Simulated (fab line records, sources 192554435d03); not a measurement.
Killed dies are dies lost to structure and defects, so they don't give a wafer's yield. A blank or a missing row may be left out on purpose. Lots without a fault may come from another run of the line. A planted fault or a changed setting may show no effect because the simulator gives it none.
Chamber matching | flow n5_finfet | N5_BEOL_M4_CMP_52 on cmp-01: 4 sister chambers
The step polishes, stops on SiOC, t overpolish 6.8 s, target thk 40 nm. 14 wafers are shown with their chamber, then 6 later ones without.

WAFERS WITH THEIR CHAMBER
wafer  | chamber | motor_current_A (A) | edge_zone_pressure_frac | time_to_endpoint_s (s)
L896.1 | 0       | 5.7                 | 0.994                   | 61.4
L896.2 | 2       | 5.7                 | 1.000                   | 61.3
L896.5 | 3       | 6.0                 | 1.009                   | 65.9
L895.1 | 1       | 5.7                 | 1.013                   | 66.1
L895.3 | 3       | 6.0                 | 1.001                   | 64.6
L895.5 | 1       | 5.6                 | 1.011                   | 64.2
L900.3 | 3       | 5.8                 | 0.995                   | 59.7
L900.4 | 2       | 6.1                 | 0.997                   | 63.2
L900.5 | 0       | 5.7                 | 1.001                   | 63.4
L904.2 | 1       | 5.4                 | 0.997                   | 58.6
L904.4 | 2       | 5.6                 | 0.995                   | 59.8
L904.5 | 2       | 5.8                 | 1.002                   | 60.5
L907.1 | 2       | 5.6                 | 0.998                   | 63.1
L907.4 | 0       | 5.5                 | 1.006                   | 56.9

SIGNATURES (means of the wafers above)
reading                 | chamber 0 | chamber 1 | chamber 2 | chamber 3 | scatter within a chamber
motor_current_A         | 5.633     | 5.567     | 5.760     | 5.933     | 0.165
edge_zone_pressure_frac | 1.00033   | 1.00700   | 0.99840   | 1.00167   | 0.00594
time_to_endpoint_s      | 60.567    | 62.967    | 61.580    | 63.400    | 2.89
Rule: a wafer's distance from a chamber is the root of the sum, over the readings, of the square of ((its reading less the chamber's mean) divided by the reading's scatter). The wafer belongs to the nearest chamber; if the next one is less than 2 further off, it can't be placed. The scatter: the root of (the sum of the squares of (reading less its chamber's mean) over the shown wafers, divided by (wafers less chambers)).

WAFERS WITHOUT THEIR CHAMBER
wafer  | motor_current_A (A) | edge_zone_pressure_frac | time_to_endpoint_s (s)
L914.1 | 5.8                 | 1.003                   | 64.0
L914.4 | 5.5                 | 1.004                   | 65.2
L914.5 | 5.6                 | 0.999                   | 65.5
L915.3 | 5.9                 | 0.994                   | 63.2
L915.4 | 5.4                 | 0.996                   | 62.8
L915.6 | 5.7                 | 1.004                   | 64.3

WHICH CHAMBER EACH WENT THROUGH
wafer  | from the rows above               | in truth
L914.1 | can't be placed: 3 or 2 or 1 or 0 | 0
L914.4 | can't be placed: 1 or 0 or 2 or 3 | 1
L914.5 | can't be placed: 1 or 2 or 0 or 3 | 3
L915.3 | can't be placed: 2 or 3 or 0 or 1 | 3
L915.4 | can't be placed: 0 or 1 or 2 or 3 | 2
L915.6 | can't be placed: 1 or 2 or 0 or 3 | 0
Placed correctly: 0 of 6. Can't be placed from these rows: 6 (the true chamber is among the candidates in 6). Placed wrongly: 0.
